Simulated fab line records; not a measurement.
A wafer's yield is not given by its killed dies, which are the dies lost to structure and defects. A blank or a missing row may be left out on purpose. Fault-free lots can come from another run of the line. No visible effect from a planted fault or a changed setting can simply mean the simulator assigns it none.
Split-lot trial | flow n5 finfet | 7 lots, 21 wafers read, on a route of 1938 steps

## ABOUT THE SPLIT
At N5_BEOL_M3_ETCH_41 (etches SiCN in CH3F/O2, target depth 29.9 nm, time 52.5 s), the setting target depth a was moved away from the recipe's 299 angstrom on 6 of the 21 wafers read, by -8.1% to +11.7%. This setting was run at the recipe's value on the other wafers.

The reading comes from the split's own step.

## THE READING
etch.depth nm (the simulator's own value, which no gauge read), in nm, at N5_BEOL_M3_ETCH_41 (etches SiCN in CH3F/O2, target depth 29.9 nm, time 52.5 s). The file does not state a usual value for it. The 15 wafers here that ran the recipe average 19.75 nm, standard deviation 0.24 nm.

wafer  | tool, chamber at the split | target depth a as run, angstrom | against the recipe | etch.depth nm, nm | against lot-mates on the recipe
L074.1 | rie diel-04, 3             | 299                             | recipe             | 19.91             | -
L074.3 | rie diel-04, 0             | 299                             | recipe             | 19.6              | -
L074.5 | rie diel-04, 2             | 299                             | recipe             | 20.1              | -
L075.1 | rie diel-03, 1             | 299                             | recipe             | 19.54             | -
L075.3 | rie diel-03, 2             | 314.6                           | +5.2%              | 21.24             | +1.70
L075.6 | rie diel-03, 2             | 314.6                           | +5.2%              | 21.23             | +1.69
L076.3 | rie diel-06, 0             | 299                             | recipe             | 19.77             | -
L076.5 | rie diel-06, 1             | 299                             | recipe             | 19.6              | -
L076.6 | rie diel-06, 2             | 299                             | recipe             | 20.07             | -
L079.1 | rie diel-04, 3             | 299                             | recipe             | 19.78             | -
L079.5 | rie diel-04, 2             | 299                             | recipe             | 19.57             | -
L079.6 | rie diel-04, 1             | 274.7                           | -8.1%              | 18.05             | -1.62
L091.1 | rie diel-06, 1             | 285.9                           | -4.4%              | 18.58             | -0.77
L091.3 | rie diel-06, 3             | 285.9                           | -4.4%              | 19.02             | -0.33
L091.5 | rie diel-06, 1             | 299                             | recipe             | 19.35             | -
L089.2 | rie diel-06, 3             | 299                             | recipe             | 20.05             | -
L089.4 | rie diel-06, 1             | 299                             | recipe             | 19.54             | -
L089.5 | rie diel-06, 2             | 299                             | recipe             | 19.98             | -
L096.2 | rie diel-03, 3             | 299                             | recipe             | 19.44             | -
L096.3 | rie diel-03, 2             | 299                             | recipe             | 20.01             | -
L096.5 | rie diel-03, 1             | 334.1                           | +11.7%             | 21.52             | +1.79

FIT RESULTS
A straight line over all 21 wafers: etch.depth nm changes by +0.197 nm for each +1% of target depth a; r = +0.93; the points scatter about the line by 0.3 nm.
The same after taking each lot's own level away (the mean of its wafers on the recipe; 21 wafers): +0.19 nm for each +1%; r = +0.92; scatter 0.32 nm.
The reading moves by 2.2 nm for the largest change in target depth a, on that fit.
The span of the lots' own levels, 19.350 to 19.870 nm, comes to 2.1 times the standard deviation stated above.
So the lot-to-lot level changes the slope little: the two slopes agree.
Check: for one of the wafers moved furthest among these (+11.7%), held out of the fit, the line's prediction against its lot-mates is +2.8 nm. It came out at +1.79 nm against them.

## OTHER SPLITS ON THESE WAFERS
Other splits were also applied to these wafers ahead of the reading. Each is held against what the fit with the lots' levels taken away leaves over:
other split on the same wafers   | wafers away from the commonest value | r with etch.depth nm (lot level and that fit taken away)
N5_BEOL_M2_EXPOSE_08 dose mj     | 11                                   | -0.12
N5_BEOL_M2_DESCUM_16 time s      | 6                                    | -0.22
N5_BEOL_M2_TRENCH_ETCH_37 bias w | 7                                    | +0.43

## FILE'S OWN FIT
etch.depth nm changes by +0.182 nm for each +1% of target depth a, r = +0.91.
